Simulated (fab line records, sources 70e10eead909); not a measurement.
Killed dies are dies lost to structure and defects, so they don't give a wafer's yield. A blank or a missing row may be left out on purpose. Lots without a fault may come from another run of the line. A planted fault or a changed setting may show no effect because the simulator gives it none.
fab line records | flow nand_harc
record lots=13 wafers=39 last_day=34
route steps=1302 shown THIN_TSV@1250
lots that met no fault: from a run of the same line without faults
start_h: hours from the record's first day to the start of the lot's first wafer shown | wait_h: hours since the lot's step before | " the same as in the row above | L1.1+2: a row that stands for several wafers | - no value, or no start given | * or withheld: withheld | < > ~ a bound
route shown NAME@n: a module of which the file shows steps, and the number in the route of the first | usual: mean/standard deviation of fault-free wafers | same: alike in all rows | chamber/n: place in a boat | sites: the reading at each site | _std_site: their standard deviation | _edge_site: outer sites' mean less inner sites' | radius_mm: how far each site lies from the wafer's centre | mask NAME#n: copy n | behind: the tool/chamber that last shaped the wafer | hold: why the lot was held/for how many hours/how that ended | device: the transistor (n, p or np) that didn't switch | end of line: the same wafers' tests at the end of the route | a step without rows: its recipe alone | killed: dies lost to structure and defects at the first sort, not the wafer's yield | map: a wafer's dies, x killed, . not, _ none there
set.NAME: the setting as run; set.NAME@STEP: as run at that earlier step | model.NAME: the simulator's own value behind a step, which no gauge read
steps of the route over a sample of lots; a table a step, a row a wafer
services: from which hour (start_h, from the record's first day; less than 0 if before it) a tool's chamber was out of use, for how many hours, and why
## steps
# step NHARC_THIN_TSV_DEP_43
# recipe target_thk_a=13285 temp_c=withheld pressure_torr=6.5 rf_w=900 teos_flow_sccm=161.4 flow_sccm=2650 target_thk_nm=1328.5 gas=O2 material=SiO2
# usual rf_fwd_power_W=898.9/2.9 throttle_valve_pct=16.2/0.84
# columns lot.wafer tool chamber start_h wait_h rf_fwd_power_W throttle_valve_pct
L609.6 pecvd-02 2 561.10 - 898.3 17.9
L609.5 " 0 " " 895.0 15.4
L609.4 " 1 " " 896.0 16.2
L607.2 pecvd-04 2 562.19 - 898.5 15.0
L607.1 " 0 " " 901.5 16.4
L607.4 " 0 " " 903.9 16.5
L610.2 pecvd-01 0 572.79 - 898.8 14.9
L610.1 " 1 " " 898.0 16.6
L610.3 " 2 " " 898.1 15.6
L611.2 pecvd-01 1 599.74 - 894.8 16.7
L611.1 " 0 " " 901.1 15.0
L611.4 " 0 " " 899.0 15.1
L612.2 pecvd-01 0 601.14 - 902.3 15.1
L612.5 " 2 " " 903.0 15.7
L612.6 " 1 " " 897.2 16.7
L613.3 pecvd-01 1 625.07 - 896.7 16.5
L613.5 " 1 " " 900.4 16.7
L613.4 " 2 " " 896.8 15.8
L614.3 pecvd-02 0 641.39 - 898.2 15.2
L614.1 " 2 " " 902.4 17.4
L614.5 " 0 " " 896.8 15.3
L615.1 pecvd-04 2 646.97 - 894.3 15.6
L615.5 " 0 " " 904.2 15.8
L615.4 " 2 " " 901.7 15.6
L617.2 pecvd-02 0 658.59 - 899.3 15.4
L617.6 " 2 " " 898.0 17.4
L617.5 " 1 " " 901.2 16.6
L623.1 pecvd-04 1 719.88 - 897.4 16.2
L623.2 " 2 " " 898.6 15.6
L623.6 " 2 " " 903.6 15.6
L627.2 pecvd-02 0 754.71 - 902.6 15.5
L627.3 " 1 " " 898.6 16.8
L627.5 " 1 " " 899.0 16.5
L628.3 pecvd-02 2 765.88 - 902.6 17.7
L628.1 " 1 " " 892.7 16.6
L628.6 " 1 " " 893.9 16.5
L630.3 pecvd-02 1 788.70 - 899.2 15.8
L630.1 " 2 " " 904.6 17.3
L630.4 " 0 " " 898.2 15.5
# step NHARC_THIN_TSV_ETCH_44
# recipe target_depth_a=15942 time_s=797.1 cf4_flow_sccm=150 o2_flow_sccm=10 ar_flow_sccm=0 rf_w=300 bias_w=800 chemistry=CF4/O2
# usual chamber_pressure_mTorr=29.998/0.027 drypump_motor_current_A=5.7/0.57 mfc_ar_sccm=0.010/0.014 oes_product_au=1.003/0.01 rf_fwd_power_W=299.7/0.94 rf_vpp_V=794/3.8 run_length_s=818.3/0.54 showerhead_plenum_p_Torr=1.82/0.061 throttle_valve_pct=16.914/0.0095
# columns lot.wafer tool chamber start_h wait_h chamber_pressure_mTorr drypump_motor_current_A mfc_ar_sccm oes_product_au rf_fwd_power_W rf_hours_counter_h rf_vpp_V run_length_s showerhead_plenum_p_Torr throttle_valve_pct
L609.4 rie_diel-12 0 562.21 0.2 29.968 5.1 0.027 1.005 300.3 3.7 798 817.7 1.89 16.919
L609.6 " 1 " " 30.013 6.1 0 1.004 299.4 - 793 818.2 1.81 16.921
L609.5 " 2 " " 30.009 6.2 0.032 0.991 300.8 - 790 819.2 1.77 16.914
L607.2 rie_diel-12 3 563.28 0.1 30.016 6.5 0 0.980 299.5 5.8 796 818.0 1.85 16.914
L607.4 " 0 " " 30.007 5.1 0.027 1.005 301.0 3.9 797 818.2 1.89 16.915
L607.1 " 1 " " 30.013 6.1 0 1.007 299.4 5.8 794 818.8 1.81 16.904
L610.3 rie_diel-09 3 573.88 0.1 29.994 4.9 0 0.990 300.4 3.7 794 818.9 1.80 16.921
L610.2 " 0 " " 30.031 5.7 0.001 0.992 301.3 4.6 794 817.7 1.81 16.915
L610.1 " 2 " " 29.964 5.3 0.032 1.000 297.9 3.6 798 818.0 1.91 16.907
L611.2 rie_diel-12 0 600.69 0.1 30.043 5.1 0.027 1.017 299.1 6.1 798 818.0 1.89 16.913
L611.4 " 1 " " 30.006 6.2 0 1.021 301.0 7.8 794 818.6 1.81 16.909
L611.1 " 2 " " 30.034 6.2 0.032 1.004 300.3 8.4 789 819.5 1.76 16.913
L612.2 rie_diel-04 2 602.24 0.1 29.975 6.6 0.028 0.996 298.9 2.3 787 817.5 1.71 16.907
L612.5 " 1 " " 29.976 5.3 0 0.997 300.1 - 792 817.8 1.78 16.904
L612.6 " 2 " " 30.006 6.6 0.028 1.003 298.2 - 787 817.5 1.71 16.901
L613.4 rie_diel-04 1 626.11 0.1 29.994 5.3 0 0.991 300.2 4.3 791 817.8 1.78 16.925
L613.3 " 2 " " 29.987 6.6 0.028 0.996 297.3 4.3 786 818.1 1.71 16.919
L613.5 " 2 " " 30.043 6.6 0.028 0.994 299.7 - 788 817.5 1.71 16.908
L614.1 rie_diel-09 0 642.47 0.1 29.979 5.7 0.001 0.998 299.4 7.7 793 818.1 1.81 16.932
L614.3 " 2 " " 29.994 5.3 0.032 1.006 299.3 6.8 799 818.1 1.91 16.922
L614.5 " 0 " " 29.955 5.7 0.001 0.989 299.5 - 793 818.0 1.81 16.925
L615.4 rie_diel-09 3 647.95 0.1 29.954 4.9 0 0.996 300.5 7.4 793 819.1 1.80 16.909
L615.1 " 2 " " 30.014 5.3 0.032 0.999 299.1 7.5 798 817.9 1.91 16.921
L615.5 " 0 " " 30.027 5.7 0.001 0.992 300.8 - 793 817.8 1.81 16.918
L617.2 rie_diel-04 3 659.70 0.1 29.961 5.1 0 1.005 300.3 5.2 798 818.2 1.89 16.922
L617.6 " 2 " " 30.022 6.5 0.028 1.005 299.9 - 787 817.8 1.71 16.919
L617.5 " 3 " " 30.026 5.1 0 1.003 299.5 - 799 818.0 1.89 16.902
L623.1 rie_diel-04 0 720.88 0.1 30.037 5.5 0 1.008 - 0.1 792 625.4 1.81 16.913
L623.2 " 1 " " 29.982 5.3 0 1.011 300.1 0.2 791 818.3 1.78 16.919
L623.6 " 3 " " 29.975 5.1 0 0.997 299.3 - 798 818.0 1.89 16.912
L627.2 rie_diel-12 1 755.74 0.1 29.948 6.2 0 1.013 300.0 6.7 792 818.1 1.81 16.904
L627.3 " 2 " " 30.058 6.2 0.032 1.009 299.9 7.5 790 819.4 1.76 16.929
L627.5 " 2 " " 30.000 6.1 0.032 1.006 299.1 - 790 818.8 1.76 16.903
L628.1 rie_diel-12 1 766.89 0.1 29.993 6.2 0 1.016 300.2 7.7 793 818.3 1.81 16.903
L628.3 " 3 " " 29.928 6.5 0 1.003 300.5 7.1 795 817.6 1.85 16.912
L628.6 " 1 " " 29.964 6.1 0 1.015 299.6 - 793 818.3 1.81 16.909
L630.1 rie_diel-12 1 789.78 0.1 29.982 6.2 0 1.016 299.1 9.4 793 818.3 1.81 16.910
L630.3 " 2 " " 29.983 6.1 0.032 1.004 298.1 10.6 789 819.1 1.76 16.905
L630.4 " 0 " " 29.993 5.1 0.027 1.001 299.8 9.1 798 817.8 1.88 16.897
# step NHARC_THIN_TSV_ETCHBACK_48
# recipe target_depth_a=10285 over_etch_frac=0.3 time_s=405.17 ion_energy_ev=250 c4f8_flow_sccm=withheld ar_flow_sccm=withheld rf_w=600 bias_w=300 chemistry=C4F8/Ar
# usual chamber_pressure_mTorr=25.000/0.021 oes_product_au=0.95/0.033 rf_fwd_power_W=599.0/1.8 rf_vpp_V=546.7/2.6
# columns lot.wafer tool chamber start_h wait_h chamber_pressure_mTorr oes_product_au rf_fwd_power_W rf_hours_counter_h rf_vpp_V
L609.4 rie_diel-09 3 564.14 - 25.016 0.93 597.8 3.0 546.0
L609.5 " 0 " " 24.982 0.92 598.4 - 543.9
L609.6 " 1 " " 25.013 0.92 599.9 - 551.8
L607.2 rie_diel-09 3 565.27 - 25.040 0.92 596.8 3.1 546.2
L607.4 " 0 " " 25.017 0.92 597.7 4.2 544.8
L607.1 " 1 " " 24.954 0.92 595.6 3.5 549.9
L610.2 rie_diel-12 1 576.03 - 24.994 0.93 596.9 6.5 546.4
L610.3 " 2 " " 25.022 0.91 597.5 7.0 545.1
L610.1 " 3 " " 25.004 0.92 599.9 7.1 548.6
L611.2 rie_diel-12 0 602.67 - 25.065 0.94 599.7 6.5 550.0
L611.4 " 2 " " 25.005 0.91 597.3 8.5 542.5
L611.1 " 3 " " 25.005 0.92 599.5 8.5 546.8
L612.2 rie_diel-04 3 604.28 - 25.027 0.95 597.8 2.3 550.0
L612.6 " 0 " " 24.965 0.98 598.4 - 546.5
L612.5 " 1 " " 24.969 0.98 598.5 - 544.3
L613.4 rie_diel-09 3 628.13 - 25.016 0.92 599.5 6.2 544.5
L613.3 " 1 " " 25.017 0.91 595.7 5.8 549.8
L613.5 " 2 " " 25.045 0.93 598.9 - 550.4
L614.1 rie_diel-04 0 644.46 - 25.005 0.99 596.6 4.7 547.0
L614.3 " 1 " " 24.995 0.98 599.9 4.9 545.9
L614.5 " 0 " " 25.028 0.98 598.8 - 546.3
L615.4 rie_diel-12 1 649.94 - 24.988 1.02 598.2 1.5 544.9
L615.1 " 2 " " 24.970 1.00 598.5 1.5 544.1
L615.5 " 2 " " 24.999 1.00 599.0 - 543.2
L617.2 rie_diel-12 3 661.66 - 25.015 1.00 596.5 0.7 547.1
L617.5 " 2 " " 24.998 0.92 598.5 - 544.0
L617.6 " 3 " " 24.992 1.01 599.4 - 548.7
L623.1 rie_diel-12 0 722.84 - 25.026 0.93 600.6 5.3 548.9
L623.2 " 2 " " 25.001 0.93 596.0 6.1 544.5
L623.6 " 3 " " 25.002 0.95 598.6 - 547.0
L627.3 rie_diel-09 1 757.79 - 24.997 0.90 597.8 3.7 550.5
L627.2 " 3 " " 25.019 0.93 597.8 3.8 546.9
L627.5 " 1 " " 24.970 0.91 600.0 - 551.4
L628.3 rie_diel-04 0 768.95 0.3 25.026 0.93 599.0 3.6 546.7
L628.1 " 3 " " 25.010 0.93 598.7 3.2 548.6
L628.6 " 0 " " 25.001 0.94 599.8 - 546.1
L630.4 rie_diel-12 1 791.79 - 25.009 0.95 597.7 9.8 546.2
L630.3 " 3 " " 24.991 0.94 598.5 9.2 548.7
L630.1 " 0 " " 24.994 0.93 600.8 9.3 550.4
# step NHARC_THIN_TSV_PVD_19
# recipe target_thk_a=200 chamber_pressure_pa=5 material=TaN
# usual throttle_valve_pct=30.2/1.1
# columns lot.wafer tool chamber start_h wait_h throttle_valve_pct
L609.4 pvd_sputter-01 - - - 31.0
L609.5 " - " " 31.4
L609.6 " - " " 30.0
L607.4 pvd_sputter-02 - - - 30.4
L607.1 " - " " 30.7
L607.2 " - " " 29.7
L610.1 pvd_sputter-03 - - - 28.4
L610.2 " - " " 28.8
L610.3 " - " " 29.9
L611.2 pvd_sputter-01 - - - 29.9
L611.1 " - " " 32.5
L611.4 " - " " 31.1
L612.2 pvd_sputter-03 - - - 30.0
L612.6 " - " " 29.1
L612.5 " - " " 30.2
L613.4 pvd_sputter-02 - - - 30.3
L613.3 " - " " 30.4
L613.5 " - " " 30.4
L614.3 pvd_sputter-03 - - - 29.9
L614.1 " - " " 29.9
L614.5 " - " " 28.9
L615.4 pvd_sputter-02 - - - 30.5
L615.1 " - " " 31.2
L615.5 " - " " 31.8
L617.2 pvd_sputter-01 - - - 31.1
L617.5 " - " " 29.9
L617.6 " - " " 31.3
L623.1 pvd_sputter-02 - - - 31.0
L623.2 " - " " 32.1
L623.6 " - " " 31.3
L627.3 pvd_sputter-01 - - - 32.5
L627.2 " - " " 29.9
L627.5 " - " " 30.2
L628.3 pvd_sputter-03 - - - 29.5
L628.1 " - " " 28.9
L628.6 " - " " 30.3
L630.1 pvd_sputter-02 - - - 32.0
L630.3 " - " " 30.3
L630.4 " - " " 31.4
## services
# columns tool chamber start_h hours kind
rie_diel-09 3 544.75 3.4 repair
rie_diel-09 1 570.75 21.0 repair
pvd_sputter-01 - 582.04 10.0 pm
pecvd-02 - 589.23 13.0 pm
pecvd-04 - 595.57 1.0 repair
rie_diel-12 - 622.40 9.0 pm
rie_diel-09 - 625.80 0.3 repair
pecvd-04 2 628.67 11.9 repair
pecvd-04 - 631.49 13.0 pm
pvd_sputter-02 - 638.20 10.0 pm
pecvd-01 - 652.24 1.1 repair
rie_diel-09 3 657.87 2.5 repair
pecvd-01 - 673.14 13.0 pm
rie_diel-09 - 674.10 9.0 pm
pvd_sputter-01 - 684.99 8.9 repair
rie_diel-04 - 688.02 0.9 repair
pvd_sputter-03 - 704.00 10.0 pm
rie_diel-12 2 706.26 2.7 repair
rie_diel-04 - 708.90 9.0 pm
pvd_sputter-01 - 760.04 10.0 pm
pecvd-01 - 764.97 0.3 repair
pecvd-02 - 770.23 13.0 pm
rie_diel-04 - 780.41 4.4 repair
pecvd-01 1 785.54 5.2 repair
## key
first_sign step=NHARC_THIN_TSV_ETCH_44 reading=run_length_s direction=down sigmas=99+ usual=* struck=*
effect none on later readings
met_at NHARC_THIN_TSV_ETCH_44
struck_lots L623
struck_wafers L623.1
later_rows_left_out L623.1
sort_left_out L623.1
not_acting_at NHARC_THIN_TSV_DEP_43,NHARC_THIN_TSV_ETCHBACK_48,NHARC_THIN_TSV_PVD_19
fault kind=process_parameter_drift tool=rie_diel-04 chamber=0 onset_h=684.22 steps=NHARC_THIN_TSV_ETCH_44 channel=time_s offset=* shape=step end_h=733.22 acts_in=* stated=*
# sort_left_out: the simulated sort isn't trusted on such a fault, so these wafers' sort isn't shown, and their yield isn't known
# later_rows_left_out: the simulator's readings of these wafers behind a module that went badly wrong aren't trusted and aren't shown, but for the sort
